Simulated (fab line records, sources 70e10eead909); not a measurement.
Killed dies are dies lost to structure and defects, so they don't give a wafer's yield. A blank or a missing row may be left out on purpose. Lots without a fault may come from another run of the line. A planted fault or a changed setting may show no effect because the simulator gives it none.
fab line records | flow nand_harc
record lots=22 wafers=66 last_day=24
route steps=1159 shown A_ZERO_WELL@411 A_SOURCE_PLATE@423 A_STAIRCASE@552
lots that met no fault: from a run of the same line without faults
start_h: hours from the record's first day to the start of the lot's first wafer shown | wait_h: hours since the lot's step before | " the same as in the row above | L1.1+2: a row that stands for several wafers | - no value, or no start given | * or withheld: withheld | < > ~ a bound
route shown NAME@n: a module of which the file shows steps, and the number in the route of the first | usual: mean/standard deviation of fault-free wafers | same: alike in all rows | chamber/n: place in a boat | sites: the reading at each site | _std_site: their standard deviation | _edge_site: outer sites' mean less inner sites' | radius_mm: how far each site lies from the wafer's centre | mask NAME#n: copy n | behind: the tool/chamber that last shaped the wafer | hold: why the lot was held/for how many hours/how that ended | device: the transistor (n, p or np) that didn't switch | end of line: the same wafers' tests at the end of the route | a step without rows: its recipe alone | killed: dies lost to structure and defects at the first sort, not the wafer's yield | map: a wafer's dies, x killed, . not, _ none there
set.NAME: the setting as run; set.NAME@STEP: as run at that earlier step | model.NAME: the simulator's own value behind a step, which no gauge read
steps of the route over a sample of lots; a table a step, a row a wafer
services: from which hour (start_h, from the record's first day; less than 0 if before it) a tool's chamber was out of use, for how many hours, and why
## steps
# step NHARC_A_ZERO_WELL_RTA_16
# recipe temp_c=1000 time_s=10
# usual lamp_power_pct=33.4/1.8 lamp_zone_7_pct=33.9/1.8 wafer_temp_C_max=1003.4/1
# columns lot.wafer tool chamber start_h wait_h lamp_power_pct lamp_zone_7_pct wafer_temp_C_max
L074.1 rtp_anneal-01 0 128.80 - 34.9 35.6 1004.6
L074.4 " 0 " " 35.0 35.6 1004.4
L074.5 " 0 " " 35.0 35.6 1004.5
L077.4 rtp_anneal-02 0 153.78 - 31.5 31.9 1002.8
L077.5 " 0 " " 31.5 31.9 1002.3
L077.6 " 0 " " 31.4 32.0 1002.6
L076.3 rtp_anneal-02 0 154.11 - 31.5 31.9 1002.3
L076.4 " 0 " " 31.5 32.0 1003.4
L076.5 " 0 " " 31.5 32.0 1002.8
L078.1 rtp_anneal-02 0 156.77 - 31.4 31.9 1002.0
L078.2 " 0 " " 31.5 32.0 1001.8
L078.6 " 0 " " 31.4 31.9 1001.6
L075.2 rtp_anneal-02 0 157.49 - 31.4 31.9 1003.4
L075.4 " 0 " " 31.5 31.9 1002.6
L075.6 " 0 " " 31.4 31.9 1002.1
L079.2 rtp_anneal-01 0 172.69 - 35.0 35.5 1005.2
L079.4 " 0 " " 35.0 35.5 1004.3
L079.6 " 0 " " 35.0 35.6 1003.8
L080.1 rtp_anneal-02 0 174.67 - 31.4 32.0 1002.7
L080.2 " 0 " " 31.5 31.9 1001.8
L080.6 " 0 " " 31.5 32.0 1001.5
L082.1 rtp_anneal-01 0 180.16 - 35.0 35.5 1005.0
L082.3 " 0 " " 35.0 35.5 1005.0
L082.6 " 0 " " 35.0 35.5 1004.2
L083.1 rtp_anneal-01 0 193.33 - 34.9 35.5 1005.3
L083.3 " 0 " " 35.0 35.6 1003.9
L083.5 " 0 " " 35.0 35.5 1005.0
L087.4 rtp_anneal-02 0 210.41 - 31.5 32.0 1002.4
L087.5 " 0 " " 31.4 32.0 1003.4
L087.6 " 0 " " 31.4 32.0 1002.6
L086.2 rtp_anneal-02 0 211.03 - 31.5 31.9 1002.7
L086.4 " 0 " " 31.4 32.0 1002.4
L086.5 " 0 " " 31.4 32.0 1003.2
L084.1 rtp_anneal-01 0 212.39 - 35.0 35.5 1005.8
L084.2 " 0 " " 35.0 35.5 1003.8
L084.4 " 0 " " 34.9 35.6 1003.3
L085.1 rtp_anneal-02 0 220.07 - 31.4 31.9 1002.2
L085.3 " 0 " " 31.4 31.9 1002.0
L085.5 " 0 " " 31.4 31.9 1002.1
L088.3 rtp_anneal-01 0 226.08 - 35.0 35.5 1004.3
L088.4 " 0 " " 35.0 35.5 1002.5
L088.6 " 0 " " 35.0 35.5 1004.6
L089.1 rtp_anneal-01 0 226.60 - 34.9 35.6 1004.3
L089.5 " 0 " " 35.0 35.6 1003.9
L089.6 " 0 " " 35.0 35.5 1002.3
L090.1 rtp_anneal-01 0 231.31 - 34.9 35.6 1002.0
L090.2 " 0 " " 34.9 35.5 1004.8
L090.3 " 0 " " 35.0 35.5 1004.1
L093.2 rtp_anneal-02 0 242.83 - 31.4 32.0 1002.4
L093.4 " 0 " " 31.4 31.9 1002.5
L093.6 " 0 " " 31.5 32.0 1003.8
L092.1 rtp_anneal-01 0 243.54 - 35.0 35.5 1005.3
L092.3 " 0 " " 35.0 35.5 1003.8
L092.4 " 0 " " 35.0 35.5 1003.5
L094.1 rtp_anneal-02 0 249.06 - 31.4 31.9 1002.5
L094.2 " 0 " " 31.4 32.0 1001.9
L094.5 " 0 " " 31.4 31.9 1002.7
L096.1 rtp_anneal-01 0 260.43 - 35.0 35.5 1004.7
L096.3 " 0 " " 35.0 35.6 1005.4
L096.5 " 0 " " 34.9 35.6 1004.1
L095.2 rtp_anneal-02 0 261.10 - 31.5 32.0 1003.0
L095.4 " 0 " " 31.5 32.0 1001.6
L095.6 " 0 " " 31.5 32.0 1002.7
L097.1 rtp_anneal-01 0 287.37 - 34.9 35.5 1002.4
L097.2 " 0 " " 34.9 35.5 1004.4
L097.3 " 0 " " 34.9 35.5 1003.7
# step NHARC_A_SOURCE_PLATE_INSPECT_08
# usual raw_defect_count=58/23
# columns lot.wafer tool chamber start_h wait_h raw_defect_count
L074.1 defect_inspect-02 - 149.48 0.0 108
L074.4 " - " " 98
L074.5 " - " " 82
L078.1 defect_inspect-02 - 174.36 0.0 32
L078.2 " - " " 40
L078.6 " - " " 36
L076.3 defect_inspect-01 - 174.37 0.0 60
L076.4 " - " " 67
L076.5 " - " " 53
L077.4 defect_inspect-02 - 174.41 0.0 99
L077.5 " - " " 49
L077.6 " - " " 92
L075.2 defect_inspect-01 - 178.14 0.0 31
L075.4 " - " " 42
L075.6 " - " " 60
L079.2 defect_inspect-02 - 194.05 0.0 30
L079.4 " - " " 56
L079.6 " - " " 35
L080.1 defect_inspect-01 - 194.05 0.0 39
L080.2 " - " " 64
L080.6 " - " " 44
L082.1 defect_inspect-01 - 200.92 0.0 45
L082.3 " - " " 28
L082.6 " - " " 56
L083.1 defect_inspect-01 - 213.90 0.0 33
L083.3 " - " " 31
L083.5 " - " " 33
L086.2 defect_inspect-01 - 230.88 0.0 98
L086.4 " - " " 82
L086.5 " - " " 103
L084.1 defect_inspect-02 - 230.88 0.0 98
L084.2 " - " " 111
L084.4 " - " " 74
L087.4 defect_inspect-01 - 230.90 0.0 92
L087.5 " - " " 50
L087.6 " - " " 80
L085.1 defect_inspect-02 - 241.36 0.0 22
L085.3 " - " " 25
L085.5 " - " " 38
L089.1 defect_inspect-02 - 246.58 0.0 81
L089.5 " - " " 64
L089.6 " - " " 44
L088.3 defect_inspect-01 - 246.58 0.0 41
L088.4 " - " " 59
L088.6 " - " " 41
L090.1 defect_inspect-02 - 253.86 0.0 54
L090.2 " - " " 73
L090.3 " - " " 33
L093.2 defect_inspect-01 - 263.39 0.0 88
L093.4 " - " " 93
L093.6 " - " " 50
L092.1 defect_inspect-02 - 263.44 0.0 66
L092.3 " - " " 23
L092.4 " - " " 43
L094.1 defect_inspect-01 - 269.89 0.0 52
L094.2 " - " " 46
L094.5 " - " " 34
L096.1 defect_inspect-01 - 280.91 0.0 58
L096.3 " - " " 55
L096.5 " - " " 70
L095.2 defect_inspect-02 - 280.93 0.0 37
L095.4 " - " " 93
L095.6 " - " " 47
L097.1 defect_inspect-01 - 308.61 0.0 38
L097.2 " - " " 26
L097.3 " - " " 58
# step NHARC_A_STAIRCASE_TRIM_16
# recipe time_s=211.2 o2_flow_sccm=500 ar_flow_sccm=0 bias_w=0 chemistry=O2
# usual chamber_pressure_mTorr=60.01/0.054 drypump_motor_current_A=5.9/0.45 o2_flow_sccm=500.3/1.5 oes_product_au=0.997/0.011 rf_vpp_V=57.7/0.91 showerhead_plenum_p_Torr=3.51/0.13 throttle_valve_pct=17.037/0.0089
# columns lot.wafer tool chamber start_h wait_h chamber_pressure_mTorr drypump_motor_current_A o2_flow_sccm oes_product_au rf_hours_counter_h rf_vpp_V showerhead_plenum_p_Torr throttle_valve_pct
L074.1 rie_diel-13 0 - - 59.98 5.9 500.6 0.995 44 57.5 3.61 17.025
L074.4 " 0 " " 60.08 5.9 501.6 0.999 - 59.2 3.61 17.043
L074.5 " 2 " " 59.91 6.4 500.0 0.990 - 57.6 3.39 17.047
L075.4 rie_diel-08 0 - - 60.01 5.7 500.4 1.003 48 57.6 3.50 17.039
L075.2 " 1 " " 59.98 6.5 500.1 1.001 47 57.6 3.37 17.038
L075.6 " 3 " " 59.95 6.3 504.3 1.013 - 58.4 3.47 17.040
L077.4 rie_diel-08 1 - - 59.88 6.5 500.9 0.996 48 57.6 3.37 17.034
L077.5 " 0 " " 59.97 5.7 499.6 0.992 - 57.2 3.50 17.032
L077.6 " 1 " " 59.97 6.5 501.5 0.998 - 57.6 3.37 17.031
L076.3 rie_diel-13 0 - - 60.01 5.9 499.9 1.000 49 57.4 3.61 17.026
L076.4 " 1 " " 59.90 5.7 500.4 0.987 49 56.6 3.78 17.041
L076.5 " 1 " " 59.95 5.7 499.5 0.988 - 58.0 3.78 17.037
L078.1 rie_diel-13 1 - - 59.93 5.7 499.5 0.988 50 58.6 3.78 17.026
L078.2 " 3 " " 60.04 5.4 498.7 1.015 51 56.1 3.51 17.035
L078.6 " 0 " " 59.89 5.9 499.5 1.001 - 58.5 3.61 17.035
L080.1 rie_diel-13 3 - - 60.03 5.4 502.0 1.023 57 58.0 3.51 17.022
L080.2 " 1 " " 59.98 5.7 500.2 0.990 56 59.0 3.78 17.021
L080.6 " 2 " " 59.95 6.3 502.0 0.997 - 57.4 3.38 17.043
L079.2 rie_diel-13 3 - - 59.98 5.4 501.3 1.008 60 56.5 3.51 17.034
L079.4 " 0 " " 59.97 5.9 498.6 1.002 53 57.5 3.61 17.044
L079.6 " 2 " " 60.02 6.4 498.7 0.998 - 58.7 3.38 17.041
L082.3 rie_diel-13 2 - - 59.99 6.3 500.3 0.995 62 56.7 3.38 17.052
L082.1 " 3 " " 60.03 5.4 497.9 1.011 60 58.6 3.51 17.021
L082.6 " 2 " " 59.96 6.3 500.3 0.999 - 58.8 3.38 17.045
L083.3 rie_diel-13 2 - - 60.00 6.4 501.3 1.004 1 57.2 3.38 17.029
L083.1 " 0 " " 59.97 5.9 502.2 0.994 1 57.3 3.61 17.027
L083.5 " 3 " " 60.00 5.4 499.6 1.011 - 57.3 3.50 17.038
L086.4 rie_diel-09 0 - - 59.96 5.8 501.1 0.988 18 57.6 3.31 17.034
L086.2 " 3 " " 60.02 5.3 501.8 1.003 16 58.4 3.61 17.042
L086.5 " 0 " " 60.03 5.8 501.9 0.976 - 57.3 3.31 17.031
L084.1 rie_diel-09 1 - - 59.92 6.8 497.5 0.991 20 57.7 3.50 17.020
L084.2 " 3 " " 60.04 5.3 501.0 0.995 16 58.6 3.61 17.051
L084.4 " 0 " " 59.95 5.8 497.5 0.973 18 56.4 3.31 17.014
L087.4 rie_diel-13 0 - - 60.04 5.9 499.4 1.008 9 58.2 3.60 17.045
L087.5 " 2 " " 60.01 6.3 500.8 1.004 - 57.5 3.38 17.041
L087.6 " 3 " " 59.98 5.4 499.2 1.004 - 56.6 3.50 17.034
L089.1 rie_diel-08 2 - - 60.01 6.3 502.6 0.987 3 56.7 3.48 17.010
L089.5 " 2 " " 60.09 6.3 501.2 0.991 - 56.2 3.48 17.037
L089.6 " 3 " " 60.05 6.4 497.9 1.004 - 58.0 3.46 17.027
L085.3 rie_diel-13 2 - - 60.06 6.3 498.2 0.998 10 57.0 3.37 17.046
L085.1 " 3 " " 60.03 5.4 500.2 1.017 11 58.1 3.50 17.040
L085.5 " 3 " " 60.12 5.4 497.7 1.008 - 57.9 3.50 17.032
L088.3 rie_diel-08 1 - - 60.05 6.5 502.0 1.000 6 57.1 3.35 17.039
L088.4 " 0 " " 60.02 5.7 500.6 0.993 7 58.3 3.48 17.034
L088.6 " 2 " " 60.06 6.3 502.1 0.990 - 59.3 3.48 17.026
L090.1 rie_diel-09 1 - - 60.03 6.8 498.3 0.987 28 56.6 3.50 17.044
L090.2 " 2 " " 59.89 5.4 503.6 1.008 29 57.7 3.65 17.036
L090.3 " 3 " " 60.02 5.3 502.1 0.998 27 59.0 3.61 17.035
L092.3 rie_diel-09 3 - - 60.01 5.3 497.4 1.005 31 57.1 3.60 17.030
L092.1 " 0 " " 60.08 5.7 498.4 0.977 32 57.8 3.31 17.028
L092.4 " 2 " " 60.00 5.4 498.4 1.002 34 57.8 3.64 17.024
L093.4 rie_diel-08 0 - - 59.99 5.7 499.4 0.989 13 56.3 3.48 17.050
L093.2 " 2 " " 60.08 6.3 502.1 0.998 13 56.6 3.47 17.037
L093.6 " 1 " " 59.94 6.5 500.1 0.994 - 57.5 3.35 17.025
L094.1 rie_diel-13 0 - - 60.04 5.9 498.1 0.998 25 58.0 3.59 17.040
L094.2 " 1 " " 60.05 5.7 498.3 1.000 24 58.1 3.76 17.033
L094.5 " 2 " " 59.95 6.3 501.5 0.997 - 56.4 3.37 17.036
L096.1 rie_diel-13 0 - - 59.96 5.9 499.2 1.013 30 57.6 3.59 17.030
L096.3 " 2 " " 59.94 6.4 499.4 1.007 28 57.1 3.37 17.032
L096.5 " 1 " " 59.89 5.7 500.0 0.986 - 58.0 3.76 17.039
L095.4 rie_diel-09 3 - - 60.02 5.3 500.9 0.993 41 58.4 3.60 17.037
L095.2 " 1 " " 60.09 6.8 498.2 0.987 40 57.9 3.49 17.034
L095.6 " 3 " " 60.03 5.3 498.8 0.994 - 57.8 3.60 17.033
L097.3 rie_diel-09 3 - - 60.06 5.3 499.1 0.993 46 58.2 3.59 17.045
L097.1 " 1 " " 59.97 6.8 498.7 0.987 45 56.6 3.49 17.035
L097.2 " 2 " " 60.00 5.3 501.6 1.003 47 56.2 3.63 17.037
# step NHARC_A_STAIRCASE_TRIM_18
# recipe time_s=211.2 o2_flow_sccm=500 ar_flow_sccm=0 bias_w=0 chemistry=O2
# usual chamber_pressure_mTorr=60.00/0.061 drypump_motor_current_A=5.9/0.45 o2_flow_sccm=499.8/1.5 oes_product_au=0.998/0.011 rf_vpp_V=57.8/0.91 showerhead_plenum_p_Torr=3.52/0.13 throttle_valve_pct=17.036/0.0093
# columns lot.wafer tool chamber start_h wait_h chamber_pressure_mTorr drypump_motor_current_A o2_flow_sccm oes_product_au rf_hours_counter_h rf_vpp_V showerhead_plenum_p_Torr throttle_valve_pct
L074.1 rie_diel-13 2 - - 59.97 6.3 496.0 0.988 47 58.0 3.39 17.026
L074.5 " 0 " " 59.92 5.9 500.0 1.001 - 60.0 3.61 17.039
L074.4 " 2 " " 59.97 6.3 500.3 1.000 - 57.1 3.39 17.043
L075.4 rie_diel-08 2 - - 59.93 6.3 497.9 0.993 46 59.1 3.49 17.052
L075.2 " 3 " " 60.02 6.3 499.2 0.995 47 58.3 3.47 17.039
L075.6 " 3 " " 60.02 6.3 498.8 1.009 - 57.6 3.47 17.024
L077.4 rie_diel-08 3 - - 60.01 6.3 501.2 1.008 48 56.8 3.47 17.032
L077.6 " 2 " " 60.07 6.3 499.9 0.989 - 59.1 3.49 17.030
L077.5 " 3 " " 60.04 6.4 500.0 1.011 - 57.3 3.47 17.048
L076.3 rie_diel-13 3 - - 60.03 5.4 496.8 1.004 51 57.5 3.51 17.031
L076.4 " 0 " " 60.01 5.9 500.4 1.006 50 56.9 3.61 17.033
L076.5 " 3 " " 59.96 5.4 500.8 1.020 - 57.5 3.51 17.039
L078.2 rie_diel-13 2 - - 59.95 6.4 499.7 1.002 54 57.4 3.39 17.028
L078.1 " 3 " " 59.98 5.4 500.2 1.018 51 57.8 3.51 17.036
L078.6 " 3 " " 60.16 5.4 499.5 1.022 - 56.9 3.51 17.045
L080.2 rie_diel-13 1 - - 60.03 5.7 498.3 0.989 56 58.5 3.77 17.037
L080.1 " 3 " " 60.09 5.4 499.5 1.005 58 59.3 3.51 17.026
L080.6 " 3 " " 59.87 5.4 502.8 1.010 - 58.4 3.51 17.042
L079.2 rie_diel-13 0 - - 60.01 5.9 499.6 0.996 53 58.0 3.61 17.037
L079.4 " 1 " " 59.96 5.7 500.2 0.978 59 59.1 3.77 17.058
L079.6 " 3 " " 59.98 5.4 498.5 1.012 - 58.4 3.51 17.043
L082.1 rie_diel-13 2 - - 59.97 6.3 500.7 1.008 62 56.8 3.38 17.035
L082.3 " 0 " " 59.88 5.9 497.1 0.997 53 58.1 3.61 17.043
L082.6 " 3 " " 59.97 5.4 499.2 1.015 - 56.6 3.50 17.042
L083.1 rie_diel-13 0 - - 59.98 5.9 499.8 1.007 2 58.3 3.61 17.052
L083.3 " 2 " " 60.05 6.4 500.5 0.998 2 58.3 3.38 17.036
L083.5 " 1 " " 59.99 5.7 498.3 1.000 - 58.4 3.77 17.047
L086.4 rie_diel-09 1 - - 59.98 6.8 501.0 0.990 20 57.5 3.50 17.033
L086.2 " 3 " " 60.01 5.3 498.9 0.999 16 57.8 3.61 17.040
L086.5 " 2 " " 60.06 5.4 497.6 1.004 - 57.4 3.65 17.030
L084.1 rie_diel-09 2 - - 59.96 5.3 500.9 1.010 19 58.1 3.65 17.044
L084.4 " 3 " " 60.03 5.3 498.7 0.992 16 59.4 3.61 17.042
L084.2 " 0 " " 59.90 5.8 501.7 0.983 18 57.3 3.31 17.033
L087.4 rie_diel-13 2 - - 59.85 6.4 498.7 0.992 7 57.7 3.38 17.051
L087.5 " 2 " " 60.00 6.4 498.8 1.002 - 56.6 3.38 17.037
L087.6 " 3 " " 60.00 5.4 497.2 1.002 - 57.2 3.50 17.039
L089.1 rie_diel-08 2 - - 59.99 6.3 496.9 0.975 3 57.9 3.48 17.034
L089.5 " 2 " " 59.97 6.3 497.2 0.975 - 57.0 3.48 17.039
L089.6 " 3 " " 59.94 6.4 498.2 1.000 - 57.7 3.46 17.039
L085.3 rie_diel-13 2 - - 60.01 6.4 498.9 1.003 10 57.8 3.37 17.037
L085.1 " 1 " " 59.92 5.7 499.3 1.006 11 58.7 3.77 17.031
L085.5 " 3 " " 59.93 5.4 502.0 1.008 - 57.7 3.50 17.032
L088.3 rie_diel-08 1 - - 59.98 6.5 499.9 0.989 6 56.5 3.35 17.040
L088.4 " 3 " " 60.02 6.4 500.5 0.992 7 55.5 3.45 17.031
L088.6 " 0 " " 60.06 5.6 500.1 0.988 - 58.4 3.48 17.034
L090.2 rie_diel-09 2 - - 60.05 5.4 498.1 1.001 29 58.2 3.65 17.033
L090.3 " 3 " " 60.02 5.3 496.1 1.000 27 58.6 3.60 17.034
L090.1 " 1 " " 59.88 6.8 499.5 0.975 29 56.3 3.50 17.052
L093.2 rie_diel-08 3 - - 59.94 6.4 499.5 0.992 13 57.0 3.45 17.042
L093.4 " 0 " " 60.10 5.7 499.3 0.993 13 58.0 3.48 17.027
L093.6 " 0 " " 59.97 5.7 500.1 0.991 - 57.3 3.48 17.044
L092.1 rie_diel-09 3 - - 59.82 5.3 498.2 1.000 31 58.1 3.60 17.054
L092.3 " 1 " " 60.08 6.8 501.5 0.979 34 55.0 3.50 17.062
L092.4 " 2 " " 60.09 5.4 501.0 1.005 34 56.3 3.64 17.034
L094.2 rie_diel-13 3 - - 59.99 5.4 500.2 1.003 24 58.5 3.49 17.040
L094.1 " 0 " " 59.89 5.9 500.8 1.002 25 57.5 3.59 17.046
L094.5 " 2 " " 60.05 6.3 501.9 0.993 - 57.6 3.37 17.035
L096.1 rie_diel-13 2 - - 59.95 6.3 500.0 1.007 28 57.1 3.37 17.049
L096.3 " 3 " " 59.99 5.4 500.8 1.003 29 57.9 3.49 17.038
L096.5 " 0 " " 59.92 5.9 498.4 1.004 - 57.6 3.59 17.024
L095.4 rie_diel-09 3 - - 60.04 5.3 501.1 0.996 41 58.8 3.60 17.041
L095.2 " 0 " " 60.09 5.8 499.5 0.983 40 58.8 3.30 17.032
L095.6 " 3 " " 59.99 5.3 502.2 0.983 - 58.0 3.60 17.031
L097.1 rie_diel-09 1 - - 60.03 6.8 499.4 0.991 45 56.8 3.49 17.026
L097.3 " 3 " " 60.05 5.3 496.0 1.008 46 58.0 3.59 17.021
L097.2 " 0 " " 59.98 5.8 496.6 0.984 45 58.2 3.30 17.063
# step NHARC_A_STAIRCASE_ETCH_21
# recipe target_depth_a=1000 time_s=40.5 ion_energy_ev=400 c4f8_flow_sccm=20 o2_flow_sccm=10 ar_flow_sccm=withheld rf_w=600 bias_w=1000 chemistry=C4F8/O2
# usual chamber_pressure_mTorr=24.999/0.024 oes_product_au=0.940/0.017 rf_fwd_power_W=591/3.4 rf_vpp_V=895/4.3
# columns lot.wafer tool chamber start_h wait_h chamber_pressure_mTorr oes_product_au rf_fwd_power_W rf_hours_counter_h rf_vpp_V
L074.1 rie_diel-13 0 - - 25.015 0.937 591 45 899
L074.4 " 0 " " 24.989 0.934 592 - 899
L074.5 " 3 " " 25.050 0.959 591 - 896
L075.4 rie_diel-13 1 - - 25.007 0.970 589 49 905
L075.2 " 2 " " 25.017 0.977 591 52 891
L075.6 " 0 " " 25.006 0.973 589 - 898
L076.3 rie_diel-08 0 - - 24.997 0.932 596 50 894
L076.4 " 2 " " 24.972 0.925 589 48 894
L076.5 " 0 " " 24.945 0.944 592 - 896
L077.4 rie_diel-08 0 - - 24.958 0.925 593 50 894
L077.5 " 2 " " 25.008 0.921 590 - 895
L077.6 " 3 " " 25.023 0.927 593 - 894
L078.2 rie_diel-13 0 - - 24.985 0.946 591 51 898
L078.1 " 1 " " 24.957 0.923 590 51 905
L078.6 " 2 " " 25.023 0.936 593 - 891
L080.1 rie_diel-13 2 - - 25.000 0.936 592 60 892
L080.2 " 3 " " 24.985 0.945 590 58 895
L080.6 " 1 " " 25.009 0.922 591 - 903
L082.1 rie_diel-09 3 - - 24.997 0.935 592 6 899
L082.3 " 1 " " 25.007 0.935 585 8 895
L082.6 " 2 " " 25.005 0.947 591 - 901
L079.2 rie_diel-08 3 276.08 - 25.011 0.996 595 59 894
L079.6 " 3 " " 25.036 1.000 592 - 893
L079.4 " 2 " " 25.019 0.985 588 - 895
L083.3 rie_diel-09 3 - - 25.016 0.950 594 11 898
L083.1 " 1 " " 24.966 0.950 585 15 896
L083.5 " 2 " " 25.027 0.950 594 - 900
L086.4 rie_diel-09 1 - - 25.000 0.940 583 20 897
L086.2 " 0 " " 25.020 0.917 592 19 890
L086.5 " 1 " " 24.999 0.924 585 - 895
L084.4 rie_diel-09 2 - - 25.026 0.944 593 19 901
L084.2 " 3 " " 24.946 0.929 591 16 898
L084.1 " 0 " " 24.959 0.921 592 19 888
L087.4 rie_diel-08 1 - - 24.992 0.956 584 0 890
L087.6 " 3 " " 25.005 0.945 595 - 893
L087.5 " 0 " " 25.017 0.935 591 - 895
L089.1 rie_diel-08 2 - - 24.983 0.927 591 3 895
L089.6 " 2 " " 25.003 0.923 589 - 895
L089.5 " 3 " " 24.994 0.936 591 - 892
L085.1 rie_diel-13 2 - - 25.014 0.944 591 11 892
L085.3 " 3 " " 24.989 0.946 589 11 895
L085.5 " 2 " " 24.962 0.941 590 - 890
L088.3 rie_diel-08 0 - - 24.963 0.923 593 7 894
L088.4 " 1 " " 25.004 0.922 585 7 890
L088.6 " 3 " " 25.028 0.930 593 - 893
L090.2 rie_diel-09 2 - - 24.997 0.942 593 29 900
L090.3 " 3 " " 24.992 0.941 592 27 898
L090.1 " 0 " " 25.006 0.921 594 29 887
L093.2 rie_diel-08 3 - - 24.982 0.942 591 13 894
L093.4 " 0 " " 24.988 0.919 595 13 895
L093.6 " 2 " " 24.991 0.938 589 - 893
L092.1 rie_diel-08 0 - - 25.014 0.929 596 13 894
L092.4 " 1 " " 24.970 0.933 585 13 889
L092.3 " 2 " " 24.986 0.935 589 13 893
L094.2 rie_diel-13 0 - - 24.993 0.947 591 25 899
L094.1 " 1 " " 24.995 0.968 590 24 904
L094.5 " 1 " " 25.050 0.966 589 - 904
L096.3 rie_diel-13 1 - - 24.974 0.937 588 29 904
L096.1 " 2 " " 24.991 0.955 594 28 891
L096.5 " 0 " " 24.977 0.947 590 - 898
L095.4 rie_diel-09 1 - - 24.996 0.936 584 40 892
L095.2 " 2 " " 25.039 0.940 591 42 900
L095.6 " 0 " " 25.032 0.926 593 - 888
L097.2 rie_diel-08 2 - - 25.008 0.924 587 27 893
L097.1 " 3 " " 25.004 0.928 594 26 893
L097.3 " 0 " " 25.010 0.921 595 25 894
# step NHARC_A_STAIRCASE_ETCH_23
# recipe target_depth_a=1000 time_s=40.5 ion_energy_ev=400 c4f8_flow_sccm=20 o2_flow_sccm=10 ar_flow_sccm=withheld rf_w=600 bias_w=1000 chemistry=C4F8/O2
# usual chamber_pressure_mTorr=24.999/0.022 oes_product_au=0.938/0.016 rf_fwd_power_W=591/3.1 rf_vpp_V=895/4.5
# columns lot.wafer tool chamber start_h wait_h chamber_pressure_mTorr oes_product_au rf_fwd_power_W rf_hours_counter_h rf_vpp_V
L074.1 rie_diel-13 3 - - 24.983 0.957 596 46 895
L074.5 " 3 " " 24.960 0.955 595 - 895
L074.4 " 2 " " 25.011 0.934 594 - 891
L075.4 rie_diel-13 2 - - 25.025 0.966 591 52 890
L075.2 " 3 " " 25.035 0.963 592 50 895
L075.6 " 2 " " 24.995 0.971 590 - 891
L076.3 rie_diel-08 1 - - 25.010 0.936 588 48 891
L076.4 " 2 " " 25.035 0.919 585 48 895
L076.5 " 1 " " 25.022 0.936 584 - 890
L077.4 rie_diel-08 0 - - 25.015 0.925 592 50 895
L077.5 " 2 " " 24.998 0.928 589 - 894
L077.6 " 3 " " 24.960 0.945 592 - 894
L078.1 rie_diel-13 1 - - 24.989 0.925 588 51 905
L078.2 " 2 " " 25.000 0.933 593 54 891
L078.6 " 2 " " 24.995 0.931 593 - 890
L080.1 rie_diel-13 2 - - 24.993 0.942 592 60 890
L080.2 " 3 " " 24.984 0.953 594 58 895
L080.6 " 1 " " 25.053 0.924 590 - 905
L082.1 rie_diel-09 1 - - 25.015 0.919 586 8 894
L082.3 " 3 " " 24.985 0.940 592 6 899
L082.6 " 1 " " 25.037 0.914 588 - 895
L079.4 rie_diel-09 0 276.51 - 24.986 0.976 590 7 888
L079.2 " 2 " " 24.989 1.007 596 8 902
L079.6 " 3 " " 25.026 0.988 596 - 898
L083.3 rie_diel-09 3 - - 25.010 0.952 592 12 899
L083.1 " 1 " " 24.954 0.959 587 15 893
L083.5 " 0 " " 24.983 0.950 593 - 887
L086.4 rie_diel-09 3 - - 25.037 0.934 593 16 900
L086.2 " 1 " " 24.972 0.927 587 20 895
L086.5 " 3 " " 24.993 0.921 591 - 900
L084.2 rie_diel-09 2 - - 24.998 0.936 592 19 899
L084.1 " 0 " " 24.968 0.928 593 19 889
L084.4 " 1 " " 25.016 0.923 582 20 894
L087.4 rie_diel-08 3 - - 24.987 0.937 592 1 893
L087.5 " 0 " " 24.967 0.935 595 - 895
L087.6 " 1 " " 25.013 0.934 581 - 888
L089.1 rie_diel-08 2 - - 24.977 0.923 591 4 895
L089.6 " 1 " " 25.024 0.936 586 - 888
L089.5 " 2 " " 25.010 0.933 589 - 894
L085.3 rie_diel-13 3 - - 24.994 0.945 593 11 896
L085.1 " 1 " " 25.002 0.938 587 11 905
L085.5 " 3 " " 25.005 0.938 593 - 894
L088.4 rie_diel-08 3 - - 24.967 0.925 595 8 893
L088.3 " 2 " " 24.999 0.939 589 7 894
L088.6 " 3 " " 24.964 0.921 595 - 894
L090.1 rie_diel-09 2 - - 25.007 0.952 590 29 899
L090.3 " 3 " " 25.014 0.937 593 28 900
L090.2 " 0 " " 25.001 0.917 592 29 888
L093.2 rie_diel-08 0 - - 24.976 0.931 594 13 893
L093.4 " 1 " " 25.030 0.930 584 13 890
L093.6 " 3 " " 24.983 0.934 593 - 894
L092.1 rie_diel-08 0 - - 24.988 0.933 595 13 892
L092.4 " 1 " " 25.010 0.939 586 13 891
L092.3 " 2 " " 25.012 0.937 590 13 894
L094.2 rie_diel-13 1 - - 25.009 0.938 588 24 903
L094.1 " 2 " " 24.983 0.931 592 23 890
L094.5 " 1 " " 25.004 0.927 587 - 904
L096.3 rie_diel-13 1 - - 25.017 0.943 587 29 904
L096.1 " 0 " " 25.011 0.947 590 30 899
L096.5 " 1 " " 25.013 0.940 590 - 905
L095.2 rie_diel-09 2 - - 24.992 0.953 592 42 900
L095.4 " 0 " " 25.002 0.941 594 40 888
L095.6 " 1 " " 24.987 0.929 589 - 895
L097.2 rie_diel-08 0 - - 25.023 0.919 594 25 895
L097.1 " 1 " " 24.998 0.928 584 25 890
L097.3 " 3 " " 25.010 0.923 594 27 891
## services
# columns tool chamber start_h hours kind
rie_diel-08 0 107.63 5.6 repair
rie_diel-13 0 108.00 - clean
rie_diel-13 1 108.00 - clean
rie_diel-13 1 108.00 - consumable_replace:showerhead
rie_diel-13 2 108.00 - clean
rie_diel-13 2 108.00 - consumable_replace:focus_ring
rie_diel-13 3 108.00 - clean
rie_diel-08 - 125.85 9.0 pm
rie_diel-13 0 133.88 - clean
rie_diel-13 - 154.72 0.8 repair
rie_diel-13 0 199.13 4.1 repair
rie_diel-13 1 232.74 8.7 repair
rie_diel-09 - 238.48 0.9 repair
rie_diel-08 1 243.07 5.1 repair
rie_diel-09 - 254.16 9.0 pm
rie_diel-13 0 261.74 9.7 repair
rie_diel-08 - 272.88 0.7 repair
rie_diel-08 0 275.11 3.0 repair
rie_diel-13 - 276.05 9.0 pm
rie_diel-09 3 280.83 3.4 repair
rie_diel-13 - 296.68 1.2 repair
rtp_anneal-02 - 300.00 12.0 pm
rie_diel-08 - 302.89 9.0 pm
rie_diel-09 0 305.02 1.4 repair
## key
fault none
